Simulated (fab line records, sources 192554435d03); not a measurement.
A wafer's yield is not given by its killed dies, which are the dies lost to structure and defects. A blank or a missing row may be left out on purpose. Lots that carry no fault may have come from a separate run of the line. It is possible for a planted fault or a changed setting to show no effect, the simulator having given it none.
The tool behind it: which one? ; flow n5 finfet ; Sampling: 24 lots, 72 wafers, 6 of 1938 route steps

== WHAT THE GAUGES SHOWED, per wafer ==
N5_BEOL_M4_INSPECT_59: inspects for defects (darkfield).
lot;measured;on;raw defect count
L074;day 7 16:14;defect inspect-02;101 90 87
L075;day 8 07:16;defect inspect-02;81 138 96
L076;day 8 09:01;defect inspect-02;71 93 111
L077;day 8 16:05;defect inspect-02;65 82 78
L079;day 8 17:52;defect inspect-02;51 49 45
L078;day 8 18:01;defect inspect-02;55 79 64
L080;day 9 17:52;defect inspect-01;53 71 55
L081;day 10 00:24;defect inspect-02;52 86 61
L082;day 10 13:49;defect inspect-01;82 101 83
L083;day 10 21:17;defect inspect-01;124 111 123
L084;day 11 00:11;defect inspect-02;53 58 59
L085;day 11 04:07;defect inspect-02;60 67 35
L086;day 11 06:00;defect inspect-02;52 94 64
L088;day 11 14:58;defect inspect-01;82 103 82
L087;day 11 15:14;defect inspect-01;71 69 132
L089;day 12 04:46;defect inspect-01;66 64 69
L091;day 12 07:34;defect inspect-02;67 72 46
L090;day 12 10:38;defect inspect-02;61 72 148
L092;day 12 15:35;defect inspect-01;88 122 66
L093;day 13 04:10;defect inspect-01;83 50 106
L094;day 13 04:54;defect inspect-01;96 101 78
L095;day 13 19:20;defect inspect-01;87 66 55
L096;day 13 22:00;defect inspect-01;134 63 65
L097;day 14 03:20;defect inspect-02;110 83 64

N5_BEOL_M5_CD_MEAS_11: the cd target is 27.74 nm.
lot;measured;on;cd nm (nm)
L074;day 7 19:13;cd sem-03;28.39 27.99 28.40
L075;day 8 10:37;cd sem-03;27.86 27.85 27.53
L076;day 8 11:08;cd sem-01;27.86 27.79 27.84
L077;day 8 18:24;cd sem-03;27.87 28.04 27.67
L079;day 8 21:01;cd sem-02;27.60 27.82 27.64
L078;day 8 21:16;cd sem-02;27.93 27.73 28.16
L080;day 9 20:29;cd sem-02;28.24 28.25 28.35
L081;day 10 02:55;cd sem-01;27.68 27.80 27.74
L082;day 10 16:22;cd sem-02;28.29 27.63 27.95
L083;day 11 00:23;cd sem-03;27.83 28.00 27.90
L084;day 11 03:06;cd sem-01;28.20 27.79 27.74
L085;day 11 08:35;cd sem-02;27.72 27.73 27.85
L086;day 11 09:29;cd sem-02;27.98 27.84 27.75
L088;day 11 19:10;cd sem-02;28.08 28.37 28.18
L087;day 11 19:24;cd sem-03;27.65 27.80 28.01
L089;day 12 07:16;cd sem-02;28.27 28.07 28.03
L091;day 12 10:41;cd sem-03;27.73 28.33 28.21
L090;day 12 13:53;cd sem-03;28.14 28.36 28.27
L092;day 12 18:46;cd sem-01;28.04 27.85 28.25
L093;day 13 06:50;cd sem-01;28.37 27.86 27.88
L094;day 13 07:15;cd sem-01;27.54 27.73 28.38
L095;day 13 22:19;cd sem-03;28.15 27.85 28.16
L096;day 14 00:47;cd sem-03;27.88 27.83 27.99
L097;day 14 07:26;cd sem-01;28.07 27.70 28.05

N5_BEOL_M5_OVL_MEAS_29.
lot;measured;on;V4_OVL (nm)
L074;day 7 23:21;overlay-02;1.2 -0.4 1.1
L075;day 8 13:16;overlay-02;0.5 1.1 0.6
L076;day 8 13:14;overlay-01;0.1 1.4 0.8
L077;day 8 20:54;overlay-02;-0.3 0.0 0.0
L079;day 9 02:02;overlay-01;0.6 -0.2 -0.4
L078;day 9 02:12;overlay-01;-0.2 -0.2 0.6
L080;day 9 21:23;overlay-01;-0.4 0.4 0.0
L081;day 10 04:26;overlay-01;0.9 0.3 -0.3
L082;day 10 17:27;overlay-02;-0.1 -0.2 0.8
L083;day 11 01:31;overlay-02;-0.2 -0.5 -0.2
L084;day 11 04:53;overlay-01;0.2 0.0 -0.2
L085;day 11 10:34;overlay-02;-0.1 -0.1 0.1
L086;day 11 10:23;overlay-02;0.1 0.6 0.1
L088;day 11 20:17;overlay-02;-0.1 0.3 0.1
L087;day 11 20:34;overlay-01;-0.1 -0.3 -0.5
L089;day 12 09:11;overlay-01;0.5 -0.1 0.0
L091;day 12 12:22;overlay-01;-0.6 -0.8 -0.6
L090;day 12 17:12;overlay-01;-0.8 -0.2 -0.8
L092;day 12 22:16;overlay-01;0.4 0.0 0.5
L093;day 13 08:45;overlay-02;-0.5 -0.7 -1.2
L094;day 13 08:56;overlay-02;0.4 0.8 0.6
L095;day 13 23:47;overlay-02;-0.6 0.5 1.1
L096;day 14 02:27;overlay-02;-0.8 -0.2 -0.3
L097;day 14 09:25;overlay-02;-1.1 -0.6 -1.0

== WHAT TOOL EACH LOT RAN ON (gives the tool, then ch and the chambers of the sampled wafers, and finally the start) ==
lot;N5_BEOL_M4_ANNEAL_82;N5_BEOL_M4_DEP_57;N5_BEOL_M5_PECVD_70
L074;pvd sputter-01, day 7 13:56;pecvd-03 ch 0,1, day 7 16:09;pecvd-02 ch 0,1, day 7 17:53
L075;pvd sputter-01, day 8 04:53;pecvd-03 ch 1,2, day 8 07:11;pecvd-04 ch 0,2, day 8 08:52
L076;pvd sputter-03, day 8 06:41;pecvd-02 ch 0,1,2, day 8 08:56;pecvd-01 ch 0,1,2, day 8 10:42
L077;pvd sputter-01, day 8 13:43;pecvd-02 ch 0,1,2, day 8 16:00;pecvd-02 ch 0,1, day 8 17:41
L079;pvd sputter-01, day 8 15:34;pecvd-03 ch 0,1,2, day 8 17:48;pecvd-02 ch 0,1,2, day 8 19:29
L078;pvd sputter-02, day 8 15:41;pecvd-04 ch 0,2, day 8 17:55;pecvd-02 ch 0,2, day 8 20:05
L080;pvd sputter-01, day 9 15:32;pecvd-02 ch 0,2, day 9 17:46;pecvd-02 ch 1,2, day 9 19:27
L081;pvd sputter-02, day 9 22:01;pecvd-03 ch 0,1, day 10 00:17;pecvd-01 ch 1,2, day 10 02:01
L082;pvd sputter-03, day 10 11:30;pecvd-04 ch 0,1,2, day 10 13:43;pecvd-04 ch 0,1, day 10 15:25
L083;pvd sputter-02, day 10 18:53;pecvd-02 ch 0,1,2, day 10 21:12;pecvd-04 ch 1,2, day 10 22:54
L084;pvd sputter-02, day 10 21:52;pecvd-03 ch 0,1, day 11 00:05;pecvd-04 ch 0,1,2, day 11 01:47
L085;pvd sputter-01, day 11 01:47;pecvd-03 ch 1,2, day 11 04:02;pecvd-02 ch 0,2, day 11 05:43
L086;pvd sputter-01, day 11 03:40;pecvd-03 ch 0,1,2, day 11 05:55;pecvd-02 ch 0,2, day 11 07:36
L088;pvd sputter-02, day 11 12:40;pecvd-02 ch 0,1,2, day 11 14:53;pecvd-04 ch 0,1,2, day 11 16:34
L087;pvd sputter-03, day 11 12:55;pecvd-04 ch 1,2, day 11 15:08;pecvd-02 ch 1,2, day 11 16:50
L089;pvd sputter-03, day 12 02:26;pecvd-03 ch 0,1, day 12 04:40;pecvd-01 ch 0,2, day 12 06:22
L091;pvd sputter-03, day 12 05:07;pecvd-03 ch 0,2, day 12 07:28;pecvd-02 ch 0,1,2, day 12 09:10
L090;pvd sputter-01, day 12 08:16;pecvd-04 ch 1,2, day 12 10:32;pecvd-02 ch 0,1, day 12 13:15
L092;pvd sputter-03, day 12 13:13;pecvd-04 ch 1,2, day 12 15:29;pecvd-02 ch 0,2, day 12 17:11
L093;pvd sputter-02, day 13 01:51;pecvd-02 ch 0,2, day 13 04:04;pecvd-04 ch 1,2, day 13 05:46
L094;pvd sputter-03, day 13 02:35;pecvd-04 ch 1,2, day 13 04:49;pecvd-04 ch 0,1,2, day 13 06:30
L095;pvd sputter-03, day 13 17:02;pecvd-04 ch 0,1,2, day 13 19:15;pecvd-01 ch 1,2, day 13 20:56
L096;pvd sputter-01, day 13 19:35;pecvd-02 ch 0,1,2, day 13 21:54;pecvd-04 ch 1,2, day 13 23:35
L097;pvd sputter-02, day 14 01:01;pecvd-03 ch 0,1,2, day 14 03:15;pecvd-04 ch 0,2, day 14 04:56
- N5_BEOL_M4_ANNEAL_82: time 240 s.
- N5_BEOL_M4_DEP_57: deposits SiCN from 3MS/NH3, target thk 8 nm, time 14 s.
- N5_BEOL_M5_PECVD_70: deposits SiO2 from TEOS/O2, target thk 16 nm, time 18 s.

== AS READ BY THE TOOLS THEMSELVES (means over the sampled wafers that have a number; for cases with no such wafer, the mark the record gives instead) ==
N5_BEOL_M4_ANNEAL_82.
lot;tool;heater power w (W)
L074;pvd sputter-01;780
L075;pvd sputter-01;772
L076;pvd sputter-03;803
L077;pvd sputter-01;731
L079;pvd sputter-01;782
L078;pvd sputter-02;877
L080;pvd sputter-01;861
L081;pvd sputter-02;1008
L082;pvd sputter-03;831
L083;pvd sputter-02;987
L084;pvd sputter-02;1002
L085;pvd sputter-01;819
L086;pvd sputter-01;778
L088;pvd sputter-02;932
L087;pvd sputter-03;795
L089;pvd sputter-03;846
L091;pvd sputter-03;858
L090;pvd sputter-01;898
L092;pvd sputter-03;826
L093;pvd sputter-02;918
L094;pvd sputter-03;842
L095;pvd sputter-03;802
L096;pvd sputter-01;820
L097;pvd sputter-02;934

N5_BEOL_M4_DEP_57.
lot;tool;showerhead plenum p Torr (Torr);throttle valve pct (%)
L074;pecvd-03;3.668;9.0
L075;pecvd-03;3.682;8.8
L076;pecvd-02;3.668;8.7
L077;pecvd-02;3.665;8.7
L079;pecvd-03;3.672;8.8
L078;pecvd-04;3.653;8.8
L080;pecvd-02;3.668;8.6
L081;pecvd-03;3.675;8.9
L082;pecvd-04;3.661;9.1
L083;pecvd-02;3.668;8.8
L084;pecvd-03;3.675;8.7
L085;pecvd-03;3.679;8.3
L086;pecvd-03;3.666;8.7
L088;pecvd-02;3.664;8.8
L087;pecvd-04;3.657;9.0
L089;pecvd-03;3.667;8.9
L091;pecvd-03;3.664;9.0
L090;pecvd-04;3.654;8.9
L092;pecvd-04;3.652;8.9
L093;pecvd-02;3.665;8.9
L094;pecvd-04;3.651;8.9
L095;pecvd-04;3.659;9.0
L096;pecvd-02;3.666;8.6
L097;pecvd-03;3.672;8.9

N5_BEOL_M5_PECVD_70.
lot;tool;heater power w (W);showerhead plenum p Torr (Torr);throttle valve pct (%)
L074;pecvd-02;661;8.79;20.9
L075;pecvd-04;691;8.72;21.7
L076;pecvd-01;653;8.77;22.8
L077;pecvd-02;695;8.77;21.0
L079;pecvd-02;673;8.79;21.4
L078;pecvd-02;604;8.77;21.8
L080;pecvd-02;615;8.81;21.0
L081;pecvd-01;639;8.76;22.7
L082;pecvd-04;631;8.73;22.4
L083;pecvd-04;652;8.74;22.4
L084;pecvd-04;690;8.74;22.3
L085;pecvd-02;610;8.80;21.8
L086;pecvd-02;608;8.78;21.8
L088;pecvd-04;687;8.73;22.4
L087;pecvd-02;676;8.81;21.1
L089;pecvd-01;631;8.75;23.2
L091;pecvd-02;675;8.78;21.4
L090;pecvd-02;638;8.76;21.2
L092;pecvd-02;626;8.80;21.8
L093;pecvd-04;627;8.74;22.4
L094;pecvd-04;639;8.75;22.3
L095;pecvd-01;576;8.76;22.3
L096;pecvd-04;681;8.73;22.1
L097;pecvd-04;719;8.71;22.1

== THE ANSWER, worked out from the rows above alone ==
Rule: the usual values come from the lots themselves. Put in order of their means at a reading, lots are off if they are a third of the lots or fewer, leave a main group of 4 or more, and stand apart from it by a gap of 3 or more times the standard deviation of the main group's means; of several such gaps the widest counts. The tables above print the reading to a certain number of digits; a main group whose means all agree to those digits is not used. Also off: a lot with no number at a reading for which 4 or more lots have one. All remaining lots with rows at the step are treated as sound. After the gauges, taken in route order, come the tools' own readings; for these a lot's mean is taken, as printed above. The first step at which some lot is off is used, and at that step the reading that is off furthest; a lot without a number counts as furthest.
Nothing can be told from this: no lot is off at any reading shown.

== WHAT HAD BEEN PUT IN BY THE SIMULATOR ==
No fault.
